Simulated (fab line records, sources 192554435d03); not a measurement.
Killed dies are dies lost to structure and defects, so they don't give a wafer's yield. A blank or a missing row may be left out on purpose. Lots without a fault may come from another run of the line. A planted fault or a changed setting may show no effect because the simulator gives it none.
fab line records | flow n5_finfet
record lots=6 wafers=16 last_day=16
route steps=1938 shown BEOL_M4@1069 PASSIVATION@1936
lots that met no fault: from a run of the same line without faults
start_h: hours from the record's first day to the start of the lot's first wafer shown | wait_h: hours since the lot's step before | " the same as in the row above | L1.1+2: a row that stands for several wafers | - no value, or no start given | * or withheld: withheld | < > ~ a bound
route shown NAME@n: a module of which the file shows steps, and the number in the route of the first | usual: mean/standard deviation of fault-free wafers | same: alike in all rows | chamber/n: place in a boat | sites: the reading at each site | _std_site: their standard deviation | _edge_site: outer sites' mean less inner sites' | radius_mm: how far each site lies from the wafer's centre | mask NAME#n: copy n | behind: the tool/chamber that last shaped the wafer | hold: why the lot was held/for how many hours/how that ended | device: the transistor (n, p or np) that didn't switch | end of line: the same wafers' tests at the end of the route | a step without rows: its recipe alone | killed: dies lost to structure and defects at the first sort, not the wafer's yield | map: a wafer's dies, x killed, . not, _ none there
set.NAME: the setting as run; set.NAME@STEP: as run at that earlier step | model.NAME: the simulator's own value behind a step, which no gauge read
lots at some steps of the route; a table a step, a row a wafer
services: from which hour (start_h, from the record's first day; less than 0 if before it) a tool's chamber was out of use, for how many hours, and why
## steps
# step N5_BEOL_M4_STRIP_36
# recipe chemistry=N2/H2 power_w=450 temp_c=40 pressure_mtorr=20 rf_frequency_hz=6e+07 overash_fraction=0.3 bias_power_w=7 h2_frac=0.5 n2_flow_sccm=200 h2_flow_sccm=200
# usual chamber_pressure_mTorr=20.00/0.033 drypump_motor_current_A=5.9/0.53 oes_product_au=0.76/0.064 rf_vpp_V=59.2/1.5 showerhead_plenum_p_Torr=2.53/0.074 throttle_valve_pct=23.6/0.38
# columns lot.wafer tool chamber start_h wait_h chamber_pressure_mTorr drypump_motor_current_A oes_product_au rf_hours_counter_h rf_vpp_V showerhead_plenum_p_Torr throttle_valve_pct
L340.2 rie_diel-06 1 164.23 0.0 20.03 5.5 0.70 185 59.3 2.42 24.2
L340.3 " 2 " " 20.04 5.0 0.69 207 62.1 2.62 24.0
L340.5 " 1 " " 19.98 5.4 0.70 - 61.1 2.42 24.2
L345.3 rie_diel-05 0 191.17 0.0 20.04 6.4 0.82 100 60.5 2.56 23.5
L345.5 " 2 " " 19.94 6.3 0.69 - 58.5 2.53 24.3
L345.6 " 3 " " 20.02 5.4 0.85 - 61.6 2.48 23.7
L346.2 rie_diel-02 2 196.39 0.0 20.01 6.1 0.77 116 61.5 2.56 23.7
L346.4 " 1 " " 19.95 6.7 0.82 85 61.7 2.66 22.9
L346.5 " 3 " " 19.98 5.7 0.71 - 58.3 2.50 23.7
L349.2 rie_diel-05 3 238.30 0.0 20.02 5.4 0.82 66 58.2 2.47 23.7
L349.3 " 0 " " 19.94 6.4 0.80 117 58.3 2.55 23.5
L349.6 " 1 " " 20.05 6.7 0.74 - 58.8 2.54 23.2
L355.2 rie_diel-05 0 282.20 0.0 20.06 6.5 0.80 130 58.2 2.55 23.5
L355.3 " 3 " " 19.91 5.5 0.81 80 60.0 2.47 23.7
L357.5 rie_diel-05 1 287.08 0.0 19.93 6.7 0.72 - 58.9 2.53 23.2
L357.6 " 0 " " 19.98 6.4 0.78 - 63.0 2.54 23.6
# step N5_BEOL_M4_TRENCH_ETCH_37
# recipe chemistry=C4F6/O2 target_depth_a=555.55 target=SiOC time_s=29.2 ion_energy_ev=250 pressure_mtorr=30 source_w=355 bias_w=185 Ar_flow_sccm=300 C4F6_flow_sccm=10 O2_flow_sccm=10
# usual O2_flow_sccm=9.999/0.026 bias_w=185.0/0.54 chamber_pressure_mTorr=30.004/0.027 drypump_motor_current_A=5.9/0.53 oes_product_au=0.76/0.063 rf_vpp_V=672/12 showerhead_plenum_p_Torr=2.85/0.083 throttle_valve_pct=20.93/0.25
# same time_s=29.2
# columns lot.wafer tool chamber start_h wait_h O2_flow_sccm bias_w chamber_pressure_mTorr drypump_motor_current_A oes_product_au rf_hours_counter_h rf_vpp_V showerhead_plenum_p_Torr throttle_valve_pct
L340.2 rie_diel-06 1 - - 10.044 185.0 29.979 5.5 0.70 185 688 2.72 21.28
L340.3 " 2 " " 10.020 184.8 29.995 4.9 0.67 207 679 2.95 21.36
L340.5 " 1 " " 10.006 185.8 30.002 5.5 0.71 - 687 2.72 21.27
L345.3 rie_diel-05 0 - - 10.005 184.5 30.026 6.4 0.83 100 681 2.89 20.96
L345.5 " 2 " " 9.962 184.8 30.026 6.2 0.71 - 663 2.85 21.28
L345.6 " 3 " " 9.999 185.6 30.027 5.5 0.84 - 676 2.79 20.80
L346.2 rie_diel-02 2 - - 10.008 183.8 30.015 6.1 0.77 116 675 2.86 20.82
L346.4 " 1 " " 9.970 185.4 29.994 6.7 0.81 85 654 3.01 20.63
L346.5 " 3 " " 10.021 184.6 30.040 5.7 0.71 - 660 2.84 21.15
L349.2 rie_diel-05 3 - - 10.030 185.1 30.009 5.4 0.82 66 676 2.78 20.81
L349.3 " 0 " " 10.002 183.6 30.005 6.4 0.80 117 681 2.88 20.97
L349.6 " 1 " " 9.996 184.6 29.984 6.7 0.74 - 680 2.88 20.63
L355.2 rie_diel-05 0 - - 9.979 185.1 30.022 6.4 0.81 130 680 2.87 20.99
L355.3 " 3 " " 10.006 185.3 29.979 5.5 0.83 80 677 2.78 20.83
L357.5 rie_diel-05 1 - - 9.977 186.0 30.018 6.6 0.73 - 680 2.87 20.66
L357.6 " 0 " " 9.981 184.8 30.044 6.4 0.79 - 680 2.87 20.99
# step N5_BEOL_M4_ETCH_41
# recipe chemistry=CH3F/O2 target=SiCN target_depth_a=299 taper_deg=2 time_s=52.5 ion_energy_ev=120 mask_material=TiN pressure_mtorr=30 source_w=395 bias_w=75 Ar_flow_sccm=150 CH3F_flow_sccm=30 O2_flow_sccm=20
# step N5_BEOL_M4_STRIP_97
# recipe chemistry=N2/H2 time_s=10 power_w=450 temp_c=40 pressure_mtorr=20 rf_frequency_hz=6e+07 bias_power_w=7 n2_flow_sccm=200 h2_flow_sccm=200
# usual chamber_pressure_mTorr=20.002/0.019 drypump_motor_current_A=5.9/0.53 oes_product_au=0.76/0.064 rf_vpp_V=59.1/0.83 showerhead_plenum_p_Torr=2.53/0.074 throttle_valve_pct=23.6/0.38
# same time_s=10
# columns lot.wafer tool chamber start_h wait_h chamber_pressure_mTorr drypump_motor_current_A oes_product_au rf_hours_counter_h rf_vpp_V showerhead_plenum_p_Torr throttle_valve_pct
L340.2 rie_diel-06 1 - - 20.008 5.5 0.70 185 58.5 2.42 24.2
L340.3 " 2 " " 19.992 4.9 0.69 207 59.2 2.62 24.1
L340.5 " 1 " " 20.021 5.5 0.70 - 58.8 2.42 24.2
L345.3 rie_diel-05 0 - - 20.011 6.5 0.82 100 60.2 2.56 23.5
L345.5 " 2 " " 20.002 6.3 0.72 - 57.7 2.53 24.3
L345.6 " 3 " " 20.010 5.5 0.84 - 58.8 2.48 23.6
L346.2 rie_diel-02 2 - - 19.985 6.1 0.78 116 60.6 2.56 23.7
L346.4 " 1 " " 19.981 6.7 0.82 85 58.5 2.66 22.9
L346.5 " 3 " " 20.017 5.7 0.71 - 58.9 2.49 23.7
L349.2 rie_diel-05 3 - - 20.020 5.5 0.83 66 59.4 2.47 23.7
L349.3 " 0 " " 20.021 6.4 0.79 117 58.9 2.55 23.5
L349.6 " 1 " " 20.006 6.7 0.75 - 59.2 2.54 23.2
L355.2 rie_diel-05 0 - - 19.981 6.5 0.79 130 59.8 2.55 23.5
L355.3 " 3 " " 19.990 5.4 0.82 80 59.5 2.47 23.7
L357.5 rie_diel-05 1 - - 20.022 6.7 0.73 - 58.9 2.53 23.3
L357.6 " 0 " " 20.029 6.4 0.79 - 59.3 2.55 23.5
# step N5_BEOL_M4_OCD_MEAS_38
# usual trench_depth_nm=55.1/1
# columns lot.wafer tool chamber start_h wait_h trench_depth_nm
L340.2 ocd-02 - 164.43 - 54.9
L340.3 " - " " 53.7
L340.5 " - " " 54.2
L345.3 ocd-02 - 191.38 - 57.1
L345.5 " - " " 54.2
L345.6 " - " " 55.1
L346.2 ocd-02 - 196.58 - 54.7
L346.4 " - " " 55.7
L346.5 " - " " 54.8
L349.2 ocd-02 - 238.51 - 54.0
L349.3 " - " " 56.3
L349.6 " - " " 53.6
L355.2 ocd-01 - 282.39 - 57.8
L355.3 " - " " 55.8
L357.5 ocd-02 - 287.27 - 53.3
L357.6 " - " " 57.4
# step N5_BEOL_M4_HM_STRIP_39
# recipe chemistry=peroxide_tin_strip material=TiN target_depth_a=250 temp_c=50 time_s=158
# step N5_BEOL_M4_SRD_40
# recipe time_s=30 temp_c=23 rinse_liquid=diw dry=ipa_marangoni
# step N5_BEOL_M4_PRECLEAN_42
# recipe chemistry=residue_remover time_s=60 temp_c=40
# step N5_BEOL_M4_SRD_43
# recipe time_s=30 temp_c=23 rinse_liquid=diw dry=ipa_marangoni
# step N5_BEOL_M4_CD_MEAS_35
# recipe target_cd_nm=18 target_cd_y_nm=22.4 polarity=opening
# usual cd_nm=18.2/0.33
# columns lot.wafer tool chamber start_h wait_h cd_nm
L340.2 cd_sem-01 - 164.58 0.0 18.3
L340.3 " - " " 17.8
L340.5 " - " " 18.3
L345.3 cd_sem-02 - 191.53 0.0 18.6
L345.5 " - " " 18.4
L345.6 " - " " 18.3
L346.2 cd_sem-01 - 196.73 0.0 18.1
L346.4 " - " " 18.0
L346.5 " - " " 18.2
L349.2 cd_sem-01 - 238.66 0.0 18.3
L349.3 " - " " 18.1
L349.6 " - " " 18.5
L355.2 cd_sem-03 - 282.54 0.0 17.6
L355.3 " - " " 18.0
L357.5 cd_sem-02 - 287.42 0.0 18.2
L357.6 " - " " 18.5
# step N5_BEOL_M4_DEGAS_44
# recipe ambient=vacuum temp_c=250 time_s=60
# step N5_BEOL_M4_PRE_CLEAN_45
# recipe gas=H2/He time_s=30 temp_c=250
# step N5_BEOL_M4_ALD_84
# recipe material=TaN target_thk_a=* temp_c=275 ald_precursor_family=PDMAT ald_co_reactant=NH3 pressure_torr=3 carrier_flow_sccm=1500 pulse_time_s=2 purge_time_s=3 co_reactant_purge_time_s=2 co_reactant_pulse_time_s=3 ald_cycles=30 precursor_vessel_temp_c=75 precursor_vessel_pressure_torr=26.25 precursor_vessel_carrier_sccm=1000
# usual ald_cycles=30/0 heater_power_outer_w=224/31 heater_power_w=409/51 precursor_vessel_pressure_torr=26.24/0.048
# same co_reactant_purge_time_s=2 pulse_time_s=2
# columns lot.wafer tool chamber start_h wait_h ald_cycles heater_power_outer_w heater_power_w precursor_vessel_pressure_torr since_wet_clean_h
L340.2 ald_metal-04 1 164.95 0.0 30 228 393 26.18 4443
L340.3 " 0 " " 30 203 367 26.21 4443
L340.5 " 3 " " 30 265 421 26.13 -
L345.3 ald_metal-02 2 191.84 0.1 30 266 484 26.33 2932
L345.5 " 1 " " 30 247 445 26.20 -
L345.6 " 0 " " 30 230 409 26.22 -
L346.2 ald_metal-01 0 197.13 0.0 30 226 439 26.26 1398
L346.4 " 2 " " 30 231 422 26.26 1398
L346.5 " 1 " " 30 201 397 26.22 -
L349.2 ald_metal-04 1 238.93 0.0 30 223 400 26.29 4517
L349.3 " 3 " " 30 259 408 26.30 4517
L349.6 " 1 " " 30 227 405 26.21 -
L355.2 ald_metal-02 0 282.95 0.2 30 224 415 26.24 3023
L355.3 " 2 " " 35 273 493 26.25 3023
L357.5 ald_metal-02 3 287.93 0.2 35 164 323 26.22 -
L357.6 " 0 " " 30 227 412 26.17 -
# step N5_BEOL_M4_SURFACE_TREAT_85
# recipe gas=Ar time_s=* ion_energy_ev=* ion_current_ma_cm2=0.5 pressure_mtorr=* ar_flow_sccm=30
# step N5_BEOL_M4_CVD_47
# recipe material=Co target_thk_a=30 temp_c=withheld precursor=CCTBA/H2 pressure_torr=30 time_s=223.8
# step N5_BEOL_M4_SPUTTER_48
# recipe material=Cu target_thk_a=45 temp_c=-20 chamber_pressure_pa=0.07 power_w=withheld time_s=8.29
# step N5_BEOL_M4_ANNEAL_49
# recipe temp_c=400 time_s=240 ambient=vacuum
# step N5_BEOL_M4_SPUTTER_79
# recipe material=Cu target_thk_a=45 temp_c=-20 chamber_pressure_pa=0.07 power_w=withheld time_s=8.29
# step N5_BEOL_M4_ANNEAL_80
# recipe temp_c=400 time_s=240 ambient=vacuum
# step N5_BEOL_M4_SPUTTER_81
# recipe material=Cu target_thk_a=45 temp_c=-20 chamber_pressure_pa=0.07 power_w=withheld time_s=8.29
# usual chuck_gas_flow_sccm=1.26/0.052 throttle_valve_pct=30.2/0.99
# same time_s=8.29
# columns lot.wafer tool chamber start_h wait_h chuck_gas_flow_sccm throttle_valve_pct
L340.2 pvd_sputter-02 - 166.01 0.1 1.36 30.0
L340.3 " - " " 1.23 29.8
L340.5 " - " " 1.21 32.0
L345.3 pvd_sputter-03 - 194.76 0.1 1.23 30.2
L345.5 " - " " 1.29 28.8
L345.6 " - " " 1.28 31.2
L346.2 pvd_sputter-01 - 198.07 0.1 1.26 31.9
L346.4 " - " " 1.26 29.7
L346.5 " - " " 1.23 29.9
L349.2 pvd_sputter-03 - 240.07 0.1 1.15 28.8
L349.3 " - " " 1.33 30.3
L349.6 " - " " 1.36 30.2
L355.2 pvd_sputter-03 - 283.96 0.1 1.37 30.3
L355.3 " - " " 1.23 31.4
L357.5 pvd_sputter-01 - 290.79 0.0 1.24 31.8
L357.6 " - " " 1.19 29.6
# step N5_BEOL_M4_ANNEAL_82
# recipe temp_c=400 time_s=240 ambient=vacuum
# step N5_BEOL_M4_SPUTTER_86
# recipe material=Cu target_thk_a=45 temp_c=-20 chamber_pressure_pa=0.07 power_w=withheld time_s=8.29
# step N5_BEOL_M4_ANNEAL_87
# recipe temp_c=400 time_s=240 ambient=vacuum
# step N5_BEOL_M4_SPUTTER_88
# recipe material=Cu target_thk_a=45 temp_c=-20 chamber_pressure_pa=0.07 power_w=withheld time_s=8.29
# step N5_BEOL_M4_ANNEAL_89
# recipe temp_c=400 time_s=240 ambient=vacuum
# usual heater_power_w=835/79
# same time_s=240
# columns lot.wafer tool chamber start_h wait_h heater_power_w
L340.2 pvd_sputter-02 - 166.53 0.0 920
L340.3 " - " " 828
L340.5 " - " " 881
L345.3 pvd_sputter-03 - 195.28 0.0 727
L345.5 " - " " 845
L345.6 " - " " 882
L346.2 pvd_sputter-01 - 198.59 0.0 910
L346.4 " - " " 756
L346.5 " - " " 738
L349.2 pvd_sputter-03 - 240.59 0.0 814
L349.3 " - " " 844
L349.6 " - " " 710
L355.2 pvd_sputter-03 - 284.48 0.0 730
L355.3 " - " " 899
L357.5 pvd_sputter-01 - 291.34 0.1 916
L357.6 " - " " 753
# step N5_BEOL_M4_SPUTTER_90
# recipe material=Cu target_thk_a=45 temp_c=-20 chamber_pressure_pa=0.07 power_w=withheld time_s=8.29
# step N5_BEOL_M4_ANNEAL_91
# recipe temp_c=400 time_s=240 ambient=vacuum
# step N5_BEOL_M4_SPUTTER_92
# recipe material=Cu target_thk_a=45 temp_c=-20 chamber_pressure_pa=0.07 power_w=withheld time_s=8.29
# step N5_BEOL_M4_ANNEAL_93
# recipe temp_c=400 time_s=240 ambient=vacuum
# step N5_BEOL_M4_SPUTTER_94
# recipe material=Cu target_thk_a=45 temp_c=-20 chamber_pressure_pa=0.07 power_w=withheld time_s=8.29
# step N5_BEOL_M4_ANNEAL_95
# recipe temp_c=400 time_s=240 ambient=vacuum
# step N5_BEOL_M4_SPUTTER_96
# recipe material=Cu target_thk_a=45 temp_c=-20 chamber_pressure_pa=0.07 power_w=withheld time_s=8.29
# step N5_BEOL_M4_ECD_50
# recipe material=Cu target_thk_a=3000
# step N5_BEOL_M4_ANNEAL_51
# recipe temp_c=225 time_s=90 ambient=N2
# step N5_BEOL_M4_CMP_52
# recipe stop_on=SiOC t_overpolish_s=6.8 down_force_psi=1 platen_rpm=50 clearing_platen_down_force_psi=1.5 clearing_platen_rpm=50 post_cmp_clean=cu_alkaline target_thk_nm=40 clearing_platen_pad_velocity_m_s=0.99484 pad_velocity_m_s=0.99484
# step N5_BEOL_M4_THK_MEAS_53
# recipe thk_meas_gauge=xrf reads=Cu_of_BEOL_M4_ECD_50
# usual M4_THK=40.0/1.4
# columns lot.wafer tool chamber start_h wait_h M4_THK[nm]
L340.2 film_metro-02 - 168.12 - 39.5
L340.3 " - " " 38.7
L340.5 " - " " 39.3
L345.3 film_metro-02 - 196.87 - 43.4
L345.5 " - " " 39.3
L345.6 " - " " 39.7
L346.2 film_metro-01 - 200.18 - 37.8
L346.4 " - " " 40.6
L346.5 " - " " 39.4
L349.2 film_metro-02 - 242.17 - 38.7
L349.3 " - " " 41.1
L349.6 " - " " 40.0
L355.2 film_metro-02 - 286.07 - 42.2
L355.3 " - " " 40.9
L357.5 film_metro-01 - 292.86 - 38.3
L357.6 " - " " 41.2
# step N5_BEOL_M4_PRE_CLEAN_60
# recipe gas=NH3/H2 time_s=15 temp_c=* rf_power_w=300
# step N5_BEOL_M4_CO_CAP_55
# recipe material=Co target_thk_a=20 temp_c=200 precursor=CCTBA/H2 pressure_torr=30 time_s=102.1
# step N5_BEOL_M4_PRE_CLEAN_56
# recipe gas=NH3 time_s=15 temp_c=withheld rf_power_w=300
# step N5_BEOL_M4_DEP_57
# recipe material=SiCN target_thk_a=80 temp_c=withheld precursor=3MS/NH3 pressure_torr=3 rf_w=202 time_s=14
# step N5_BEOL_M4_RS_MEAS_58
# recipe thk_meas_gauge=four-point-probe reads=Co_of_BEOL_M4_CO_CAP_55+Cu_of_BEOL_M4_ECD_50+Co_of_BEOL_M4_CVD_47+TaN_of_BEOL_M4_ALD_84
# usual M4_RS=0.677/0.029
# columns lot.wafer tool chamber start_h wait_h M4_RS[ohm/sq]
L340.2 film_metro-02 - 168.38 0.1 0.687
L340.3 " - " " 0.707
L340.5 " - " " 0.693
L345.3 film_metro-01 - 197.13 0.1 0.613
L345.5 " - " " 0.697
L345.6 " - " " 0.694
L346.2 film_metro-02 - 200.44 0.1 0.728
L346.4 " - " " 0.661
L346.5 " - " " 0.690
L349.2 film_metro-02 - 242.43 0.1 0.702
L349.3 " - " " 0.650
L349.6 " - " " 0.672
L355.2 film_metro-01 - 286.33 0.1 0.632
L355.3 " - " " 0.658
L357.5 film_metro-01 - 293.23 0.0 0.713
L357.6 " - " " 0.648
# step N5_BEOL_M4_INSPECT_59
# recipe inspect_instrument=darkfield mode=post_dep
# usual raw_defect_count=72/23
# columns lot.wafer tool chamber start_h wait_h raw_defect_count
L340.2 defect_inspect-01 - 168.41 0.0 62
L340.3 " - " " 84
L340.5 " - " " 46
L345.3 defect_inspect-02 - 197.16 0.0 51
L345.5 " - " " 76
L345.6 " - " " 54
L346.2 defect_inspect-01 - 200.47 0.0 98
L346.4 " - " " 80
L346.5 " - " " 69
L349.2 defect_inspect-01 - 242.46 0.0 98
L349.3 " - " " 83
L349.6 " - " " 73
L355.2 defect_inspect-02 - 286.36 0.0 73
L355.3 " - " " 69
L357.5 defect_inspect-01 - 293.26 0.0 45
L357.6 " - " " 34
# step N5_BEOL_M4_RC_MEAS_101
# usual CHAIN_V3=230/8.5 CHAIN_V3_max_site=239/8.4 DIBL_N=36.3/2 DIBL_P=36.3/2.4 IOFF_N=0.16/0.034 IOFF_P=0.21/0.035 ION_N=672/12 ION_P=459/6.5 SS_N=71.6/0.67 SS_P=73.3/0.71 VT_N=250/3.5 VT_P=-251/3
# columns lot.wafer tool chamber start_h wait_h CHAIN_V3[ohm/link] CHAIN_V3_max_site[ohm/link] DIBL_N[mV/V] DIBL_P[mV/V] IOFF_N[nA/um] IOFF_P[nA/um] ION_N[uA/um] ION_P[uA/um] SS_N[mV/dec] SS_P[mV/dec] VT_N[mV] VT_P[mV]
L340.2 prober-02 0 168.59 0.2 229 241 39.1 37.4 0.18 0.24 670 462 72.4 72.9 248 -247
L340.3 " 0 " " 239 248 35.9 33.7 0.13 0.18 685 467 70.7 73.0 252 -249
L340.5 " 0 " " 235 241 34.6 32.9 0.11 0.17 648 453 70.7 72.7 255 -252
L345.3 prober-02 0 197.49 0.3 226 235 34.1 32.5 0.12 0.14 653 445 71.0 73.4 254 -256
L345.5 " 0 " " 236 246 35.1 33.9 0.13 0.16 660 450 70.7 73.1 254 -256
L345.6 " 0 " " 235 244 36.3 35.6 0.15 0.18 668 451 72.3 73.4 251 -254
L346.2 prober-01 0 200.65 0.2 235 245 33.3 34.2 0.12 0.17 661 459 70.4 72.8 255 -254
L346.4 " 0 " " 232 244 36.5 36.6 0.17 0.21 681 462 71.0 73.9 248 -250
L346.5 " 0 " " 230 237 32.1 32.3 0.10 0.15 662 454 70.0 72.3 256 -254
L349.2 prober-02 0 242.64 0.2 233 239 40.5 39.7 0.23 0.25 679 456 72.6 73.8 246 -248
L349.3 " 0 " " 228 242 39.3 38.1 0.19 0.21 682 453 72.3 73.6 247 -253
L349.6 " 0 " " 236 244 38.8 38.8 0.19 0.22 686 465 72.7 73.6 247 -251
L355.2 prober-01 0 286.54 0.2 240 246 35.9 35.9 0.16 0.22 663 457 72.1 73.2 247 -246
L355.3 " 0 " " 260 271 37.4 37.9 0.19 0.26 681 467 72.0 73.2 247 -247
L357.5 prober-02 0 293.90 0.6 253 261 39.5 39.5 0.21 0.25 688 467 72.1 73.6 247 -248
L357.6 " 0 " " 217 225 38.6 39.2 0.18 0.24 676 461 71.6 73.6 247 -246
# sites CHAIN_V3 radius_mm=0,75,75,75,75,140,140,140,140
L340.2 219 228 232 229 227 240 240 227 241
L345.3 220 229 227 222 226 235 223 223 234
L346.2 240 241 236 232 245 233 230 226 235
L349.2 224 235 233 225 233 235 229 230 239
L355.2 238 238 241 237 241 238 246 240 245
L357.5 248 250 251 254 256 253 253 253 261
# step N5_PASSIVATION_PROBE_49
# usual defect_limited_yield=91.4/1.5 killed_at_M0_to_M3=33/11 killed_at_M4_up=14/5.3 killed_at_contacts=13/6.2 killed_at_front_end=39/13 killed_at_other=3.1/2.8 killed_dies=102/17 killed_open=68/13 killed_short=32/7.8 sort_bin_5_function=5.1/0.95 sort_bin_6_memory=3.2/0.7 sort_bin_8_speed=0.02/0.16 sort_n_pass=1078/18 sort_yield_pct=91.3/1.5
# same gross_dies=1180 killed_at_back_side=0 sort_bin_4_leakage[%]=0
# columns lot.wafer tool chamber start_h wait_h defect_limited_yield[%] killed_at_M0_to_M3 killed_at_M4_up killed_at_contacts killed_at_front_end killed_at_other killed_dies killed_open killed_short sort_bin_5_function[%] sort_bin_6_memory[%] sort_bin_8_speed[%] sort_n_pass sort_yield_pct[%]
L340.2 prober-01 - 274.52 0.1 93.8 20 9 10 33 1 73 47 26 3.8 2.2 0 1107 93.8
L340.3 prober-01 - 274.57 0.1 92.5 21 16 17 34 0 88 59 29 3.6 3.6 0 1092 92.5
L340.5 prober-01 - 274.67 0.2 94.7 23 13 5 15 6 62 36 25 3.3 1.5 0 1118 94.7
L346.2 prober-01 - 336.68 0.3 93.2 31 9 11 29 0 80 54 26 4.3 2.1 0 1100 93.2
L346.4 prober-01 - 336.78 0.4 91.7 34 12 10 40 2 98 69 29 5.3 2.7 0 1082 91.7
L346.5 prober-01 - 336.83 0.5 92.5 33 13 8 31 3 88 67 21 4.4 2.8 0 1092 92.5
L349.2 prober-02 - 342.93 0.1 92.4 36 12 13 24 5 90 57 31 4.5 3.0 0 1090 92.4
L349.3 prober-02 - 342.98 0.1 92.0 45 4 3 35 7 94 60 34 5.2 2.4 0 1086 92.0
L349.6 prober-02 - 343.13 0.3 94.0 26 11 7 18 9 71 41 27 3.7 1.9 0 1109 94.0
L355.2 prober-02 - 388.68 0.1 90.2 37 15 34 27 3 116 68 43 5.1 4.2 0 1064 90.2
L355.3 prober-02 - 388.73 0.1 89.9 47 8 14 48 2 119 71 42 5.9 3.5 0 1061 89.9
# killed by level:class
L340.2 MOL_CONTACT_COAG:geometric_particle:open=8 FIN_SAQP:geometric_particle:short=7 STI_FIN_REVEAL:geometric_particle:open=7 DUMMY_GATE:geometric_particle:open=6 FIN_SAQP:geometric_particle:open=5 BEOL_M3:geometric_particle:open=3 BEOL_M0:geometric_particle:open=3 BEOL_M1:geometric_particle:open=3
L340.3 MOL_CONTACT_COAG:geometric_particle:open=16 DUMMY_GATE:geometric_particle:open=7 BEOL_M0_SAQP:geometric_particle:short=6 BEOL_M3:geometric_particle:open=6 FIN_SAQP:geometric_particle:open=5 DUMMY_GATE:geometric_particle:short=5 GATE_CUT:geometric_particle:short=4 BEOL_M2:geometric_particle:open=4
L340.5 BEOL_M0_SAQP:geometric_particle:short=6 MOL_CONTACT_COAG:geometric_particle:open=4 BEOL_M2:geometric_particle:open=4 BEOL_M5:geometric_particle:open=4 BEOL_M1:geometric_particle:open=4 BEOL_M4:geometric_particle:open=4 FIN_SAQP:geometric_particle:open=3 BEOL_M0_SAQP:geometric_particle:open=3
L346.2 MOL_CONTACT_COAG:geometric_particle:open=10 BEOL_M0_SAQP:geometric_particle:open=7 DUMMY_GATE:geometric_particle:open=6 BEOL_M2:geometric_particle:open=6 BEOL_M3:geometric_particle:open=6 BEOL_M0_SAQP:geometric_particle:short=5 GATE_CUT:geometric_particle:short=4 FIN_SAQP:geometric_particle:open=3
L346.4 FIN_SAQP:geometric_particle:open=14 BEOL_M3:geometric_particle:open=10 STI_FIN_REVEAL:geometric_particle:open=9 MOL_CONTACT_COAG:geometric_particle:open=9 BEOL_M0_SAQP:geometric_particle:short=8 BEOL_M2:geometric_particle:open=7 BEOL_M4:geometric_particle:open=6 FIN_SAQP:geometric_particle:short=4
L346.5 BEOL_M0_SAQP:geometric_particle:open=12 MOL_CONTACT_COAG:geometric_particle:open=7 BEOL_M2:geometric_particle:open=7 STI_FIN_REVEAL:geometric_particle:open=5 BEOL_M3:geometric_particle:open=5 FIN_SAQP:geometric_particle:open=4 GATE_CUT:geometric_particle:short=4 GATE_CUT:geometric_particle:open=4
L349.2 MOL_CONTACT_COAG:geometric_particle:open=11 BEOL_M0_SAQP:geometric_particle:open=8 BEOL_M2:geometric_particle:open=6 BEOL_M4:geometric_particle:open=6 STARTING-WAFER:geometric_particle:open=6 GATE_CUT:geometric_particle:short=5 STI_FIN_REVEAL:geometric_particle:open=4 BEOL_M0_SAQP:geometric_particle:short=4
L349.3 BEOL_M0_SAQP:geometric_particle:short=11 BEOL_M0_SAQP:geometric_particle:open=10 BEOL_M3:geometric_particle:open=9 STI_FIN_REVEAL:geometric_particle:open=7 BEOL_M2:geometric_particle:open=5 FIN_SAQP:geometric_particle:short=4 DUMMY_GATE:geometric_particle:open=4 BEOL_M3:geometric_particle:short=4
L349.6 BEOL_M3:geometric_particle:open=7 BEOL_M2:geometric_particle:open=7 BEOL_M0_SAQP:geometric_particle:short=6 BEOL_M5:geometric_particle:open=6 STI_FIN_REVEAL:geometric_particle:open=5 MOL_CONTACT_COAG:geometric_particle:open=5 PAD_METAL:geometric_particle:short=4 STARTING-WAFER:geometric_particle:short=4
L355.2 MOL_CONTACT_COAG:geometric_particle:open=30 BEOL_M0_SAQP:geometric_particle:short=15 BEOL_M0_SAQP:geometric_particle:open=8 BEOL_M2:geometric_particle:open=8 BEOL_M4:geometric_particle:short=5 STI_FIN_REVEAL:geometric_particle:open=4 GATE_CUT:geometric_particle:short=4 MOL_CONTACT_COAG:geometric_particle:short=4
L355.3 BEOL_M0_SAQP:geometric_particle:short=12 GATE_CUT:geometric_particle:short=10 MOL_CONTACT_COAG:geometric_particle:open=10 BEOL_M2:geometric_particle:open=10 GATE_CUT:geometric_particle:open=9 BEOL_M1:geometric_particle:open=9 FIN_SAQP:geometric_particle:open=8 FIN_SAQP:geometric_particle:short=6
## services
# columns tool chamber start_h hours kind
rie_diel-05 - 146.10 14.6 pm
rie_diel-05 0 161.45 14.5 repair
ald_metal-02 - 170.34 8.7 pm
rie_diel-05 2 176.47 4.3 repair
ald_metal-02 3 181.73 24.7 repair
ald_metal-02 0 185.49 2.1 repair
ald_metal-04 0 188.48 10.4 repair
pvd_sputter-02 - 197.53 7.5 repair
rie_diel-02 - 212.23 1.0 repair
ald_metal-01 - 223.77 0.7 repair
rie_diel-06 - 227.77 0.4 repair
rie_diel-05 3 229.94 6.9 repair
rie_diel-05 2 235.44 7.4 repair
rie_diel-05 - 260.09 1.4 repair
rie_diel-06 0 287.51 - clean
rie_diel-06 0 287.51 - consumable_replace:focus_ring
rie_diel-06 0 287.51 - consumable_replace:showerhead
rie_diel-06 0 287.51 16.2 scheduled_down
rie_diel-06 0 287.51 16.2 vent_cycle
## key
first_sign step=N5_BEOL_M4_ALD_84 reading=ald_cycles direction=up sigmas=99+ usual=* struck=*
effect step=N5_BEOL_M4_RC_MEAS_101 reading=CHAIN_V3 direction=up sigmas=3.1 usual=230 struck=256
effect step=N5_BEOL_M4_RC_MEAS_101 reading=CHAIN_V3_max_site direction=up sigmas=3.2 usual=239 struck=266
met_at N5_BEOL_M4_ALD_84
struck_wafers L355.3,L357.5
onset_between 191.84 282.95
fault kind=process_parameter_drift tool=ald_metal-02 chamber=- onset_h=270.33 steps=N5_BEOL_M4_ALD_84 channel=ald_cycles offset=* shape=step end_h=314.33 scope=struck_wafers_only acts_in=* stated=*
